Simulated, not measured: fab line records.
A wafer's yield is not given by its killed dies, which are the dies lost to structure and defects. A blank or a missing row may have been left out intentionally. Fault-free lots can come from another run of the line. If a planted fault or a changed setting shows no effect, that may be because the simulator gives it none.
Struck lot and sound lot, side by side || flow n5 finfet || 25 steps out of a route of 1938
Sound: these wafers, L611.3, L611.5, L611.6. Wafers L604.1, L604.2, L604.4 were the ones struck. The cause comes at the end.
Order at every step that has rows: each side's tool, ch and its chambers, its first start. Under that, the readings that differ: sound wafers || struck wafers || difference of the means || sigmas: that difference in standard deviations of wafers without a fault.
alike: readings whose means differ by less than 2 such deviations, and words and numbers that are the same on both sides. not compared: withheld readings, readings that some wafer has no value for, bounds like >300 that may hide the same value, and numbers for which the record gives no deviation and whose values overlap.
The two part at a step that has a row with sigmas, a row that says differs or no value, or rows on one side only. Non-overlapping numbers with no deviation appear without sigmas and do not part them. A reading missing from all wafers of one side parts the sides only when that side holds two or more wafers.

first, 10 steps without rows for these wafers: N5_DUMMY_GATE_UV_OZONE_45 (time 120 s); N5_SPACER0_ALD_07 (deposits SiNx, target thk 2 nm); N5_SPACER0_ALD_00 (deposits SiOCN, target thk 3.5 nm, pulse time 3 s, purge time 2 s); N5_SPACER0_ALD_08 (deposits SiNx, target thk 2 nm); N5_SD_EPI_N_COAT_32 (time 60 s, resist thk 350 nm); N5_SD_EPI_N_COAT_33 (time 60 s, resist thk 35 nm); N5_SD_EPI_N_COAT_03 (resist thk 150 nm); N5_SD_EPI_N_EBR_05; N5_SD_EPI_N_SOFTBAKE_04 (time 60 s); N5_SD_EPI_N_EXPOSE_06 (exposes mask SD N BLK, target cd 120 nm).
N5_SD_EPI_N_PEB_07: peb time 60 s.
  sound on litho track-01 ch 0, day 8 12:13; struck on litho track-03 ch 0, day 6 21:46
{"reading": "plate temp C (C)", "sound": "109.85 110.04 110.10", "struck": "108.24 108.29 108.52", "difference": -1.65, "sigmas": -15}
  alike: exhaust pa
then, 1 step without rows for these wafers: N5_SD_EPI_N_DEVELOP_08 (develop time 30 s).
N5_SD_EPI_N_CD_MEAS_09: target cd 120 nm.
  sound on cd sem-02 ch 0, day 8 12:17; struck on cd sem-02 ch 0, day 6 21:50
{"reading": "cd nm (nm)", "sound": "120.1 120.8 119.6", "struck": "116.9 115.8 116.4", "difference": -3.8, "sigmas": -5}
N5_SD_EPI_N_DESCUM_14: chemistry O2, time 7.9 s.
  sound on rie diel-03 ch 0,2,3, day 8 12:22; struck on rie diel-01 ch 0,1,2, day 6 21:56
{"reading": "rf vpp V (V)", "sound": "244.9 241.6 241.0", "struck": "246.1 245.0 245.7", "difference": "+3.1", "sigmas": "+2"}
{"reading": "model.SD_EPI_N.cd nm (nm)", "sound": "120.2 120.8 119.8", "struck": "116.4 116 116.6", "difference": -3.9, "sigmas": ""}
  alike: drypump motor current A, oes product au, showerhead plenum p Torr, throttle valve pct
  not compared: rf hours counter h
then, 7 steps without rows for these wafers: N5_SD_EPI_N_ETCH_34 (etches SiARC in CF4, target depth 45.5 nm, time 75.8 s); N5_SD_EPI_N_ETCH_35 (etches SOC in N2/H2, overetch 108 nm, time 486 s); N5_SD_EPI_N_STRIP_36 (strips in N2/H2); N5_SD_EPI_N_ETCHBACK_44 (etches SiNx in CH3F/O2, stops on SiO2, target depth 14.5 nm); N5_SD_EPI_N_ETCH_45 (etches SiOCN in CH3F/O2, target depth 6 nm); N5_SD_EPI_N_ETCH_16 (etches SiO2 in CHF3/O2, target depth 5 nm); N5_SD_EPI_N_STRIP_47 (strips in CHF3/O2).
N5_SD_EPI_N_SD_RECESS_17: chemistry HBr/Cl2/O2, target depth 41 nm, time 23.7 s, bt time 3 s.
  sound on rie si-04 ch 1,2, day 8 13:03; struck on rie si-05 ch 0,1,2, day 6 22:37
  alike: drypump motor current A, oes product au, throttle valve pct
  not compared: rf hours counter h, model.SD_EPI_N.cd nm
then, 1 step without rows for these wafers: N5_SD_EPI_N_STRIP_38 (strips in N2/H2).
-- the record jumps here: 6 days lie between the struck wafers' starts before and after (it left off in module SD_EPI_N and takes up again in module BEOL_M4, whose first step shown is number 1111 of the route) --
N5_BEOL_M4_RC_MEAS_101:
  sound on prober-02 ch 0, day 14 08:01; struck on prober-01 ch 0, day 12 11:18
  alike: DIBL_N, DIBL_P, IOFF_N, IOFF_P, ION_N, ION_P, SS_N, SS_P, VT_N, VT_P
then, 1 step without rows for these wafers: N5_PASSIVATION_PROBE_49.

WHERE THEY PART
At N5_SD_EPI_N_PEB_07 first; at N5_SD_EPI_N_DESCUM_14 last (within this record only). Later steps at which nothing parts them and some readings are alike: N5_SD_EPI_N_SD_RECESS_17, N5_BEOL_M4_RC_MEAS_101.

WHY: whatever the simulator had introduced
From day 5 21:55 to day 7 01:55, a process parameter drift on litho track-03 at N5_SD_EPI_N_PEB_07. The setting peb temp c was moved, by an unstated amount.
